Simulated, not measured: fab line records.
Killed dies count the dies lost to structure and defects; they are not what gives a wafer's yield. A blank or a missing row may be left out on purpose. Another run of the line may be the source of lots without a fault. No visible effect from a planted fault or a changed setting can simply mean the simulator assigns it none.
fab line records | flow n5-finfet
record lots=3 wafers=9 last-day=16
route steps=1938 shown BEOL_M1@751 BEOL_M4@1111 PASSIVATION@1936
lots that met no fault: taken from a fault-free run of the same line
start-h: hours from the record's opening day to when the first of the lot's shown wafers began | wait-h: hours from the lot's prior step to this one | " identical to the entry in the row above | L1.1+2: several wafers, shown together as one row | - no value, or no start was given | * or withheld: withheld | < > ~ a bound
route shown NAME@n: names a module that has steps shown in the file, with the first one's number in the route | usual: mean/standard deviation taken from wafers without a fault | same: alike in all rows | chamber/n: place in a boat | sites: the reading at each site | _std_site: the values' standard deviation | _edge_site: the outer-site mean with the inner-site mean subtracted | radius-mm: how far each site lies from the wafer's centre | mask NAME#n: copy n | behind: the most recent tool/chamber to have shaped the wafer | hold: the reason the lot was held/the length of the hold in hours/how it ended | device: whichever transistor did not switch (one of n, p or np) | end of line: tests of these same wafers at the route's end | for a step that has no rows: nothing shown but its recipe | killed: dies that structure and defects cost at the first sort, which is not the same as the wafer's yield | map: per-die view of a wafer (x killed, . not killed, _ where there is no die)
set.NAME: the run value of the setting; set.NAME@STEP: its run value at that earlier step | model.NAME: the simulator's own value behind a step, which no gauge read
lots at selected steps of the route; one table per step, one row per wafer
services: from which hour (start-h, from the record's first day; less than 0 if before it) a tool's chamber was out of use, for how many hours, and why
## steps
# step N5_BEOL_M1_ILD_DEP_00
# recipe material=SiOC target-thk-a=790 temp-c=350 precursor=DEMS/O2 pressure-torr=5 rf-w=500 time-s=15.3
# step N5_BEOL_M1_PECVD_72
# recipe material=SiO2 target-thk-a=160 temp-c=400 precursor=TEOS/O2 pressure-torr=5.5 rf-w=450 teos-flow-sccm=53.8 gas=O2 flow-sccm=3000 time-s=18
# step N5_BEOL_M1_HM_DEP_02
# recipe material=TiN target-thk-a=200 temp-c=25 chamber-pressure-pa=0.49996
# step N5_BEOL_M1_COAT_61
# recipe resist=SOC temp-c=250 time-s=60 spin-rpm=1500 resist-thk-nm=60
# step N5_BEOL_M1_COAT_62
# recipe resist=SiARC temp-c=220 time-s=60 spin-rpm=1500 resist-thk-nm=12
# step N5_BEOL_M1_COAT_73
# recipe resist=underlayer temp-c=205 time-s=60 spin-rpm=1500 resist-thk-nm=5
# step N5_BEOL_M1_COAT_05
# recipe resist=CAR-EUV spin-rpm=1500 resist-thk-nm=30
# step N5_BEOL_M1_EBR_07
# recipe solvent=PGMEA ebr-width-mm=1.5
# step N5_BEOL_M1_SOFTBAKE_06
# recipe temp-c=110 time-s=60 resist=CAR-EUV
# step N5_BEOL_M1_EXPOSE_08
# recipe mask-id=M1 na=0.33 source-shape=dipole sigma-inner=0.369 sigma-outer=0.767 polarization=unpolarized dose-mj=33
# usual exposure-dose-mJ-cm2=33.04/0.096
# columns lot.wafer tool chamber start-h wait-h mask exposure-dose-mJ-cm2
L129.2 euv-scanner-01 0 135.83 - M1#0 32.97
L129.3 " 0 " " M1#0 32.99
L129.6 " 0 " " M1#0 33.01
L143.2 euv-scanner-01 0 213.36 - M1#0 34.48
L143.4 " 0 " " M1#0 34.48
L143.6 " 0 " " M1#0 34.50
L145.1 euv-scanner-02 0 231.23 - M1#0 33.13
L145.3 " 0 " " M1#0 33.18
L145.5 " 0 " " M1#0 33.14
# step N5_BEOL_M1_PEB_09
# recipe peb-temp-c=100 peb-time-s=60 resist=CAR-EUV
# step N5_BEOL_M1_DEVELOP_10
# recipe develop-time-s=30 developer=TMAH resist=CAR-EUV rinse-liquid=surfactant-rinse dry=air-spin dev-temp-c=23
# step N5_BEOL_M1_CD_MEAS_11
# recipe target-cd-nm=17.05 landing-energy-ev=500 detector=se-inlens polarity=opening
# usual cd-nm=17.14/0.24
# columns lot.wafer tool chamber start-h wait-h cd-nm
L129.2 cd-sem-03 0 135.95 - 17.08
L129.3 " 0 " " 16.65
L129.6 " 0 " " 16.98
L143.2 cd-sem-01 0 213.48 - 18.15
L143.4 " 0 " " 17.99
L143.6 " 0 " " 18.00
L145.1 cd-sem-02 0 231.35 - 17.17
L145.3 " 0 " " 17.07
L145.5 " 0 " " 16.81
# step N5_BEOL_M1_DESCUM_16
# recipe chemistry=O2 time-s=7 source-power-w=50 bias-power-w=20 pressure-mtorr=20 rf-frequency-hz=2.712e+07 temp-c=40 resist=CAR-EUV o2-flow-sccm=225
# step N5_BEOL_M1_ETCH_74
# recipe chemistry=N2/H2 target=underlayer target-depth-a=65 mask-material=CAR-EUV time-s=5.2 ion-energy-ev=200 pressure-mtorr=30 source-w=840 bias-w=150 n2-flow-sccm=200 h2-flow-sccm=200 ends=cleared
# usual drypump-motor-current-A=5.8/0.51 etch-rf-on-time-s=5.13/0.2 n2-flow-sccm=200.1/0.51 oes-product-au=0.69/0.081 rf-vpp-V=522.9/2.1 showerhead-plenum-p-Torr=2.51/0.059 throttle-valve-pct=17.80/0.23
# columns lot.wafer tool chamber start-h wait-h drypump-motor-current-A etch-rf-on-time-s n2-flow-sccm oes-product-au rf-hours-counter-h rf-vpp-V showerhead-plenum-p-Torr throttle-valve-pct model.BEOL_M1.cd-offset-nm
L129.2 rie-diel-05 2 136.11 0.0 5.8 5.14 200.0 0.76 32 526.5 2.59 17.50 -0.2
L129.3 " 0 " " 6.4 5.06 200.4 0.68 87 521.2 2.48 18.07 0
L129.6 " 0 " " 6.4 5.04 201.4 0.68 - 521.6 2.48 18.07 0
L143.2 rie-diel-01 1 213.81 0.0 5.7 5.25 200.8 0.57 243 521.0 2.39 17.95 1
L143.4 " 0 " " 6.0 5.26 200.3 0.63 165 523.0 2.52 17.89 1
L143.6 " 2 " " 5.6 5.02 200.3 0.74 - 520.9 2.46 17.58 1.2
L145.1 rie-diel-05 2 231.51 0.0 5.7 5.20 200.0 0.72 62 527.4 2.58 17.48 0
L145.3 " 0 " " 6.4 5.07 200.2 0.67 118 522.9 2.47 18.12 0
L145.5 " 0 " " 6.4 5.07 200.7 0.65 - 520.9 2.47 18.10 0
# step N5_BEOL_M1_ETCH_63
# recipe chemistry=CF4 target=SiARC target-depth-a=156 mask-material=CAR-EUV time-s=26 ion-energy-ev=80 pressure-mtorr=40 source-w=545 bias-w=36 Ar_flow_sccm=100 cf4-flow-sccm=100 ends=cleared
# step N5_BEOL_M1_ETCH_64
# recipe chemistry=N2/H2 target=SOC target-depth-a=750 overetch-a=150 mask-material=SiARC temp-c=40 time-s=112.5 ion-energy-ev=200 pressure-mtorr=30 source-w=840 bias-w=150 n2-flow-sccm=200 h2-flow-sccm=200
# step N5_BEOL_M1_STRIP_65
# recipe chemistry=N2/H2 temp-c=40 n2-flow-sccm=200 h2-flow-sccm=200 rf-frequency-hz=6e+07
# step N5_BEOL_M1_STRIP_75
# recipe chemistry=N2/H2 temp-c=40 n2-flow-sccm=200 h2-flow-sccm=200 rf-frequency-hz=6e+07
# step N5_BEOL_M1_STRIP_66
# recipe chemistry=CF4 resist=SiARC power-w=300 bias-power-w=75 pressure-mtorr=50 cf4-flow-sccm=150 rf-frequency-hz=6e+07
# step N5_BEOL_M1_HM_OPEN_17
# recipe chemistry=Cl2/BCl3 target-depth-a=200 overetch-a=60 target=TiN mask-material=SOC ion-energy-ev=150 pressure-mtorr=10 icp-w=1000 bias-w=126 Cl2_flow_sccm=53.25 bcl3-flow-sccm=21.75 Ar_flow_sccm=25
# usual drypump-motor-current-A=5.85/0.27 oes-product-au=0.63/0.084 throttle-valve-pct=22.3/0.31
# columns lot.wafer tool chamber start-h wait-h drypump-motor-current-A oes-product-au rf-hours-counter-h throttle-valve-pct model.BEOL_M1.cd-offset-nm
L129.2 rie-metal-02 0 136.32 0.0 5.43 0.66 37 21.8 0
L129.3 " 0 " " 5.42 0.65 - 21.8 0.6
L129.6 " 1 " " 5.95 0.61 - 22.3 -0.2
L143.2 rie-metal-03 1 214.02 0.0 6.02 0.52 126 22.7 0.8
L143.4 " 1 " " 6.03 0.52 - 22.7 1.2
L143.6 " 0 " " 5.97 0.71 - 22.1 1.4
L145.1 rie-metal-03 1 231.73 0.0 5.98 0.53 128 22.7 -0.2
L145.3 " 0 " " 5.95 0.70 - 22.1 1
L145.5 " 1 " " 5.99 0.52 - 22.7 0.4
# step N5_BEOL_M1_STRIP_19
# recipe chemistry=O2 power-w=400 temp-c=40 pressure-mtorr=30 rf-frequency-hz=6e+07 bias-power-w=0 overash-fraction=0.2 o2-flow-sccm=225
# step N5_BEOL_M1_COAT_67
# recipe resist=SOC temp-c=250 time-s=60 spin-rpm=1500 resist-thk-nm=60
# step N5_BEOL_M1_COAT_68
# recipe resist=SiARC temp-c=220 time-s=60 spin-rpm=1500 resist-thk-nm=12
# step N5_BEOL_M1_COAT_76
# recipe resist=underlayer temp-c=205 time-s=60 spin-rpm=1500 resist-thk-nm=5
# step N5_BEOL_M1_COAT_22
# recipe resist=CAR-EUV spin-rpm=1500 resist-thk-nm=30
# step N5_BEOL_M1_EBR_24
# recipe solvent=PGMEA ebr-width-mm=1.5
# step N5_BEOL_M1_SOFTBAKE_23
# recipe temp-c=110 time-s=60 resist=CAR-EUV
# step N5_BEOL_M1_EXPOSE_25
# recipe mask-id=V0 na=0.33 source-shape=quasar sigma-inner=0.2 sigma-outer=0.8 polarization=unpolarized defocus-nm=5 target-cd-nm=24 dose-mj=63
# step N5_BEOL_M1_PEB_26
# recipe peb-temp-c=100 peb-time-s=60 resist=CAR-EUV
# step N5_BEOL_M1_DEVELOP_27
# recipe develop-time-s=30 developer=TMAH resist=CAR-EUV rinse-liquid=surfactant-rinse dry=air-spin dev-temp-c=23
# step N5_BEOL_M1_DESCUM_33
# recipe chemistry=O2 time-s=7 source-power-w=50 bias-power-w=20 pressure-mtorr=20 rf-frequency-hz=2.712e+07 temp-c=40 resist=CAR-EUV o2-flow-sccm=225
# step N5_BEOL_M1_ETCH_77
# recipe chemistry=N2/H2 target=underlayer target-depth-a=65 mask-material=CAR-EUV time-s=5.2 ion-energy-ev=200 pressure-mtorr=30 source-w=840 bias-w=150 n2-flow-sccm=200 h2-flow-sccm=200 ends=cleared
# step N5_BEOL_M4_RC_MEAS_101
# usual DIBL_N=37.3/2.3 DIBL_P=37.4/2.9 IOFF_N=0.18/0.045 IOFF_P=0.25/0.054 ION_N=679/15 ION_P=468/9.7 SS_N=71.8/0.62 SS_P=73.6/0.76 VT_N=248/4.1 VT_P=-248/3.6
# columns lot.wafer tool chamber start-h wait-h DIBL_N[mV/V] DIBL_P[mV/V] IOFF_N[nA/um] IOFF_P[nA/um] ION_N[uA/um] ION_P[uA/um] SS_N[mV/dec] SS_P[mV/dec] VT_N[mV] VT_P[mV]
L129.2 prober-01 0 182.72 0.2 35.3 35.3 0.13 0.23 666 466 71.9 73.4 255 -243
L129.3 " 0 " " 39.5 39.8 0.22 0.34 697 486 72.1 74.6 245 -240
L129.6 " 0 " " 38.5 39.0 0.19 0.30 684 468 72.4 74.3 248 -243
L143.2 prober-01 0 262.46 0.2 36.2 34.5 0.16 0.22 669 462 71.3 73.0 248 -248
L143.4 " 0 " " 37.2 37.1 0.18 0.26 674 463 71.6 73.6 248 -244
L143.6 " 0 " " 43.3 43.2 0.35 0.41 720 493 73.3 75.6 239 -240
L145.1 prober-01 0 270.67 0.0 34.9 34.4 0.15 0.20 670 465 70.9 72.8 253 -249
L145.3 " 0 " " 37.3 38.6 0.20 0.29 688 472 71.8 74.5 248 -245
L145.5 " 0 " " 37.0 37.9 0.19 0.26 665 460 71.6 74.1 248 -249
# step N5_PASSIVATION_PROBE_49
# usual defect-limited-yield=91.3/1.5 killed_at_M0_to_M3=35/8.7 killed_at_M4_up=14/5.5 killed-at-contacts=11/5.6 killed-at-front-end=39/13 killed-at-other=3.7/2.2 killed-dies=103/18 killed-on-rim=14/4.4 killed-open=69/14 killed-short=33/7.8 sort_bin_4_leakage=0.02/0.15 sort_bin_5_function=5.1/0.99 sort_bin_6_memory=3.3/0.67 sort-n-pass=1077/18 sort-yield-pct=91.2/1.5
# same gross-dies=1180 killed-at-back-side=0 sort_bin_8_speed[%]=0
# columns lot.wafer tool chamber start-h wait-h defect-limited-yield[%] killed_at_M0_to_M3 killed_at_M4_up killed-at-contacts killed-at-front-end killed-at-other killed-dies killed-on-rim killed-open killed-short sort_bin_4_leakage[%] sort_bin_5_function[%] sort_bin_6_memory[%] sort-n-pass sort-yield-pct[%]
L129.2 prober-02 - 286.78 0.1 88.9 33 8 10 79 1 131 15 90 40 0 6.2 4.7 1049 88.9
L129.3 prober-02 - 286.83 0.1 91.5 22 13 16 47 2 100 16 77 21 0 5.3 2.9 1080 91.5
L129.6 prober-02 - 286.98 0.3 90.8 19 14 14 56 5 108 21 68 39 0 4.7 4.0 1072 90.8
L143.2 prober-02 - 376.61 0.1 60.3 380 22 21 36 9 468 57 90 28 0 23.1 14.8 712 60.3
L143.4 prober-02 - 376.71 0.2 60.8 399 12 8 38 5 462 58 69 31 0 24.5 12.8 718 60.8
L143.6 prober-02 - 376.81 0.3 63.2 367 8 16 37 6 434 56 55 30 1.19 22.4 12.2 732 62.0
L145.1 prober-01 - 377.95 0.0 94.5 23 12 5 21 4 65 15 41 22 0 3.6 1.7 1115 94.5
L145.3 prober-01 - 378.05 0.1 94.7 12 11 18 12 9 62 11 38 20 0 2.5 2.5 1118 94.7
L145.5 prober-01 - 378.15 0.2 94.4 30 13 4 14 5 66 9 51 15 0 3.3 2.3 1114 94.4
# killed by level:class
L129.2 FIN_SAQP:geometric-particle:open=21 FIN_SAQP:geometric-particle:short=18 STI_FIN_REVEAL:geometric-particle:open=16 BEOL_M0_SAQP:geometric-particle:short=11 BEOL_M2:geometric-particle:open=9 DUMMY_GATE:geometric-particle:open=9 MOL_CONTACT_COAG:geometric-particle:open=8 BEOL_M0_SAQP:geometric-particle:open=8
L129.3 STI_FIN_REVEAL:geometric-particle:open=16 MOL_CONTACT_COAG:geometric-particle:open=13 FIN_SAQP:geometric-particle:open=11 FIN_SAQP:geometric-particle:short=9 BEOL_M2:geometric-particle:open=7 BEOL_M0_SAQP:geometric-particle:open=7 BEOL_M0_SAQP:geometric-particle:short=4 BEOL_M4:geometric-particle:open=4
L129.6 FIN_SAQP:geometric-particle:open=12 MOL_CONTACT_COAG:geometric-particle:open=11 STI_FIN_REVEAL:geometric-particle:open=9 FIN_SAQP:geometric-particle:short=8 GATE_CUT:geometric-particle:short=8 STI_FIN_REVEAL:geometric-particle:short=6 BEOL_M1:geometric-particle:open=6 BEOL_M2:geometric-particle:open=5
L143.2 BEOL_M1:area-expose=350 BEOL_M4:geometric-particle:open=20 MOL_CONTACT_COAG:geometric-particle:open=19 FIN_SAQP:geometric-particle:open=7 BEOL_M0_SAQP:geometric-particle:open=7 BEOL_M1:geometric-particle:open=7 FIN_SAQP:geometric-particle:short=6 DUMMY_GATE:geometric-particle:open=4
L143.4 BEOL_M1:area-expose=362 STI_FIN_REVEAL:geometric-particle:open=12 BEOL_M0_SAQP:geometric-particle:open=9 BEOL_M0_SAQP:geometric-particle:short=8 MOL_CONTACT_COAG:geometric-particle:open=7 BEOL_M4:geometric-particle:open=7 FIN_SAQP:geometric-particle:open=6 BEOL_M1:geometric-particle:open=5
L143.6 BEOL_M1:area-expose=349 FIN_SAQP:geometric-particle:short=9 MOL_CONTACT_COAG:geometric-particle:open=9 BEOL_M1:geometric-particle:open=9 FIN_SAQP:geometric-particle:open=8 MOL_CONTACT_COAG:geometric-particle:short=7 STI_FIN_REVEAL:geometric-particle:open=5 BEOL_M4:geometric-particle:open=5
L145.1 BEOL_M2:geometric-particle:open=6 STI_FIN_REVEAL:geometric-particle:open=5 STARTING-WAFER:geometric-particle:short=5 BEOL_M1:geometric-particle:open=4 FIN_SAQP:geometric-particle:open=3 MOL_CONTACT_COAG:geometric-particle:open=3 BEOL_M0_SAQP:geometric-particle:short=3 BEOL_M0_SAQP:geometric-particle:open=3
L145.3 MOL_CONTACT_COAG:geometric-particle:open=14 MOL_CONTACT_COAG:geometric-particle:short=4 FIN_SAQP:geometric-particle:open=3 BEOL_M3:geometric-particle:open=3 ILD0:geometric-particle:short=3 BEOL_M5:coat-microbubble-printed=3 BEOL_M4:geometric-particle:open=3 BEOL_M4:geometric-particle:short=3
L145.5 BEOL_M3:geometric-particle:open=10 BEOL_M0_SAQP:geometric-particle:open=7 BEOL_M2:geometric-particle:open=7 STI_FIN_REVEAL:geometric-particle:short=5 STI_FIN_REVEAL:geometric-particle:open=4 MOL_CONTACT_COAG:geometric-particle:open=4 BEOL_M5:geometric-particle:open=4 BEOL_M0_SAQP:geometric-particle:short=3
# map L143.2 (x killed, . not)
_________________.xx...x..x..________________
______________.....x.xxx..xxx..._____________
___________..x......xx.x.x.xx....x.__________
__________....xx.xx....x....xxx...xx_________
________xx.x.x...x.x.x.xxx.x...x..xxx._______
_______xxxx..x.....x.x.xx..x.......x...______
______..xx..x.x..xxxxx.xxxxxx....xx....._____
_____.......x.....x.x....x..x.......xx..x____
____x......x..x..xx..xx...xx.....xxxx.x...___
___.x....x.x.xx.x.x.xx...xxxxx..xx..x.x.x.x__
___...x....xxx..x...x...xxxx.x.....xx.x.xx.__
__.xx.x.x...x.x..x......xxx.xx.x...x.......x_
__.xxxx....xx.....xx...xxx......xx...x.xxxx._
_x...x.x.x...x..x.xxx.xx..x...xx...x.x...xxx.
_x.x....xx..x..x...xx.x.x...xx....x.......x.x
_..xx.x...x...xxx...x......x....x...x.x...xx.
_..xxx.x....x.x.x...x.x...x.x.xxxx.x..x......
_x...x..x...xxxxxxxxx.....xxxx....x..x..xx..x
_...x..x.x...xx.....x.x.xx.x..x.x.x..x......x
_xxx..x.x.x..x..xxxxxx.xx...xxxxx......x...xx
_x.x.xx....xx..xxxx.x.xxx......xxx..x..x..x.x
__xx.xxx.xxxx.x..xx..x.xxx.xxxxxx...x..x...._
__x........x.xxx.xx..xx..x..x...x......x...._
___..xx.xxxx..xx.x......x..x.xxxx...x.xx.xx__
___x.x.................x.x....x.xx..x..x..x__
____x...xxx.x....x..xx.x..xxx.xxx.x.....xx___
_____.x.x...x................xxxx.xx..xxx____
______.x...xxxxxx.....xx.xxx...x.x......_____
_______...x..x.....x.x.x..x..x..x..x...______
________........x.xx...x..xx.....x..x._______
__________x..xxxxx.......xxxxxxx..xx_________
___________x....xxx...x.x.......x..__________
______________.x....x...xx......_____________
_________________.x.xx..x..xx________________
# map L129.2 (x killed, . not)
_________________........x...________________
______________....x............._____________
___________...x.x..................__________
__________.x................x..x.x.._________
________....x.x..................x...._______
_______..............x...xx.....x.....x______
______..........................x......x_____
_____..............x.x....x.............x____
____x....x..x...x........x......x.......x.___
___.................x....x...x.....xx.x....__
___.......xx..xx...........................__
__....x.........x..xx..............x........_
__...............xx..x.............x........_
_......x...........x.x...x..x........x.......
_...x.xxx.................xx..x.x...x........
_....................................x..x....
_....xx.....x.....x.x..............x.........
_.............x....x......x..................
_......................xx..............x.....
_..........x.........x.........x....x....x...
_......x..........xx.......x.................
__......x..........x..x....................._
__x........x.........x..x...x.x............._
___.......x....................x.x.x.......__
___......xx...........................x....__
____.........x................x......x....___
_____.x.x.............................x.x____
______..xxx..........x........x.....x..._____
_______.......x.x............x....xx...______
________....x..x.x........x......x.x.._______
__________x........................._________
___________.........x..............__________
______________......x.......x..._____________
_________________.....x......________________
## services
# columns tool chamber start-h hours kind
euv-scanner-01 - 118.25 17.3 pm
rie-diel-01 2 125.19 5.3 repair
euv-scanner-02 - 135.55 1.0 pm
euv-scanner-01 - 146.54 1.0 pm
euv-scanner-01 0 154.66 - calibration
rie-diel-05 3 157.68 15.8 repair
euv-scanner-02 - 168.35 4.6 pm
euv-scanner-02 - 189.65 1.0 pm
euv-scanner-01 - 202.69 1.0 pm
euv-scanner-02 - 214.39 0.4 repair
euv-scanner-01 - 215.04 4.6 pm
rie-diel-05 3 215.50 3.4 repair
rie-diel-05 1 223.62 5.1 repair
## key
first-sign step=N5_BEOL_M1_EXPOSE_08 reading=exposure-dose-mJ-cm2 direction=up sigmas=15 usual=33.04 struck=34.49
effect step=N5_BEOL_M1_CD_MEAS_11 reading=cd-nm direction=up sigmas=3.8 usual=17.14 struck=18.05 through=control-loop
effect step=N5_PASSIVATION_PROBE_49 reading=killed_at_M0_to_M3 direction=up sigmas=40 usual=35 struck=382
model-effect step=N5_BEOL_M1_ETCH_74 value=BEOL_M1.cd-offset-nm without=0.06667 struck=1.067
model-effect step=N5_BEOL_M1_HM_OPEN_17 value=BEOL_M1.cd-offset-nm without=0.2 struck=1.133
more-kills-born-at N5_BEOL_M1_EXPOSE_08@euv-scanner-01=1061
met-at N5_BEOL_M1_EXPOSE_08
struck-wafers L143.2,L143.4,L143.6
loop-trim step=N5_BEOL_M1_EXPOSE_08 setting=dose lots=L143
onset-between 135.83 213.36
fault kind=process-parameter-drift tool=euv-scanner-01 chamber=- onset-h=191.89 steps=N5_BEOL_M1_EXPOSE_08 channel=dose-mj offset=1.9239 shape=step acts-in=these-recipes-only stated=33
# loop-trim: a control loop set the setting to another value than it would have without faults
